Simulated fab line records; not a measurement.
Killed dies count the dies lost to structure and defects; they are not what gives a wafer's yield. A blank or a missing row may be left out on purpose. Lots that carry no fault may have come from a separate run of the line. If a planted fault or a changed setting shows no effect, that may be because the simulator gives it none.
Chamber matching / flow n5-finfet / 3 sister chambers for N5_BEOL_M2_ILD_DEP_00 on pecvd-01
The step deposits SiOC from DEMS/O2, target thk 79 nm, time 15.3 s. 24 wafers are shown with their chamber, then 12 later ones without.

WAFERS WITH THEIR CHAMBER
wafer=L076.1; chamber=1; throttle-valve-pct (%)=11.9; heater-power-w (W)=389; showerhead-plenum-p-Torr (Torr)=5.691
wafer=L076.2; chamber=2; throttle-valve-pct (%)=11.5; heater-power-w (W)=455; showerhead-plenum-p-Torr (Torr)=5.682
wafer=L076.5; chamber=1; throttle-valve-pct (%)=12.2; heater-power-w (W)=308; showerhead-plenum-p-Torr (Torr)=5.702
wafer=L077.1; chamber=2; throttle-valve-pct (%)=11.7; heater-power-w (W)=383; showerhead-plenum-p-Torr (Torr)=5.685
wafer=L077.2; chamber=0; throttle-valve-pct (%)=13.0; heater-power-w (W)=451; showerhead-plenum-p-Torr (Torr)=5.685
wafer=L077.3; chamber=1; throttle-valve-pct (%)=11.8; heater-power-w (W)=372; showerhead-plenum-p-Torr (Torr)=5.674
wafer=L083.2; chamber=0; throttle-valve-pct (%)=12.7; heater-power-w (W)=458; showerhead-plenum-p-Torr (Torr)=5.688
wafer=L083.5; chamber=2; throttle-valve-pct (%)=11.7; heater-power-w (W)=436; showerhead-plenum-p-Torr (Torr)=5.684
wafer=L083.6; chamber=0; throttle-valve-pct (%)=12.8; heater-power-w (W)=466; showerhead-plenum-p-Torr (Torr)=5.691
wafer=L082.1; chamber=0; throttle-valve-pct (%)=13.1; heater-power-w (W)=463; showerhead-plenum-p-Torr (Torr)=5.681
wafer=L082.3; chamber=0; throttle-valve-pct (%)=13.1; heater-power-w (W)=473; showerhead-plenum-p-Torr (Torr)=5.686
wafer=L082.6; chamber=0; throttle-valve-pct (%)=12.7; heater-power-w (W)=459; showerhead-plenum-p-Torr (Torr)=5.697
wafer=L085.1; chamber=0; throttle-valve-pct (%)=12.9; heater-power-w (W)=460; showerhead-plenum-p-Torr (Torr)=5.710
wafer=L085.2; chamber=1; throttle-valve-pct (%)=12.2; heater-power-w (W)=333; showerhead-plenum-p-Torr (Torr)=5.696
wafer=L085.5; chamber=1; throttle-valve-pct (%)=11.9; heater-power-w (W)=348; showerhead-plenum-p-Torr (Torr)=5.680
wafer=L086.1; chamber=1; throttle-valve-pct (%)=12.1; heater-power-w (W)=321; showerhead-plenum-p-Torr (Torr)=5.691
wafer=L086.3; chamber=0; throttle-valve-pct (%)=12.9; heater-power-w (W)=443; showerhead-plenum-p-Torr (Torr)=5.682
wafer=L086.4; chamber=2; throttle-valve-pct (%)=12.0; heater-power-w (W)=383; showerhead-plenum-p-Torr (Torr)=5.684
wafer=L087.2; chamber=1; throttle-valve-pct (%)=12.0; heater-power-w (W)=318; showerhead-plenum-p-Torr (Torr)=5.681
wafer=L087.3; chamber=0; throttle-valve-pct (%)=12.8; heater-power-w (W)=452; showerhead-plenum-p-Torr (Torr)=5.697
wafer=L087.4; chamber=0; throttle-valve-pct (%)=13.0; heater-power-w (W)=435; showerhead-plenum-p-Torr (Torr)=5.682
wafer=L090.1; chamber=2; throttle-valve-pct (%)=11.9; heater-power-w (W)=427; showerhead-plenum-p-Torr (Torr)=5.681
wafer=L090.2; chamber=0; throttle-valve-pct (%)=12.7; heater-power-w (W)=436; showerhead-plenum-p-Torr (Torr)=5.687
wafer=L090.3; chamber=1; throttle-valve-pct (%)=12.1; heater-power-w (W)=391; showerhead-plenum-p-Torr (Torr)=5.674

SIGNATURES (means of the wafers above)
reading=throttle-valve-pct; chamber 0=12.882; chamber 1=12.025; chamber 2=11.760; scatter within a chamber=0.161
reading=heater-power-w; chamber 0=454.18; chamber 1=347.50; chamber 2=416.80; scatter within a chamber=25.1
reading=showerhead-plenum-p-Torr; chamber 0=5.68964; chamber 1=5.68612; chamber 2=5.68320; scatter within a chamber=0.00853
Rule: distance of a wafer from a chamber = root of the sum over the readings of ((wafer's reading minus chamber's mean) / reading's scatter) squared. If the next closest chamber is less than 2 further off than the closest, the wafer can't be placed; otherwise it belongs to the closest. How the scatter is found: for the shown wafers, subtract from each reading the mean of its chamber, square and add these, divide the total by (wafers less chambers), then take the root.

WAFERS WITH NO CHAMBER GIVEN
wafer=L091.2; throttle-valve-pct (%)=11.8; heater-power-w (W)=389; showerhead-plenum-p-Torr (Torr)=5.685
wafer=L091.4; throttle-valve-pct (%)=13.0; heater-power-w (W)=456; showerhead-plenum-p-Torr (Torr)=5.693
wafer=L091.5; throttle-valve-pct (%)=11.8; heater-power-w (W)=362; showerhead-plenum-p-Torr (Torr)=5.695
wafer=L093.1; throttle-valve-pct (%)=12.9; heater-power-w (W)=453; showerhead-plenum-p-Torr (Torr)=5.685
wafer=L093.3; throttle-valve-pct (%)=12.2; heater-power-w (W)=375; showerhead-plenum-p-Torr (Torr)=5.687
wafer=L093.5; throttle-valve-pct (%)=13.2; heater-power-w (W)=458; showerhead-plenum-p-Torr (Torr)=5.700
wafer=L094.1; throttle-valve-pct (%)=12.1; heater-power-w (W)=423; showerhead-plenum-p-Torr (Torr)=5.681
wafer=L094.2; throttle-valve-pct (%)=12.2; heater-power-w (W)=321; showerhead-plenum-p-Torr (Torr)=5.699
wafer=L094.5; throttle-valve-pct (%)=13.2; heater-power-w (W)=460; showerhead-plenum-p-Torr (Torr)=5.692
wafer=L097.2; throttle-valve-pct (%)=12.9; heater-power-w (W)=411; showerhead-plenum-p-Torr (Torr)=5.698
wafer=L097.3; throttle-valve-pct (%)=12.0; heater-power-w (W)=411; showerhead-plenum-p-Torr (Torr)=5.677
wafer=L097.6; throttle-valve-pct (%)=13.3; heater-power-w (W)=402; showerhead-plenum-p-Torr (Torr)=5.683

EACH ONE'S CHAMBER
wafer=L091.2; from the rows above=can't be placed: 2 or 1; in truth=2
wafer=L091.4; from the rows above=0; in truth=0
wafer=L091.5; from the rows above=can't be placed: 1 or 2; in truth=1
wafer=L093.1; from the rows above=0; in truth=0
wafer=L093.3; from the rows above=can't be placed: 1 or 2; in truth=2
wafer=L093.5; from the rows above=0; in truth=0
wafer=L094.1; from the rows above=can't be placed: 2 or 1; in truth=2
wafer=L094.2; from the rows above=1; in truth=1
wafer=L094.5; from the rows above=0; in truth=0
wafer=L097.2; from the rows above=0; in truth=0
wafer=L097.3; from the rows above=can't be placed: 2 or 1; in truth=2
wafer=L097.6; from the rows above=0; in truth=0
Correct placement for 7 of the 12. Can't be placed from these rows: 5 (the true chamber is among the candidates in 5). 0 placed wrongly.
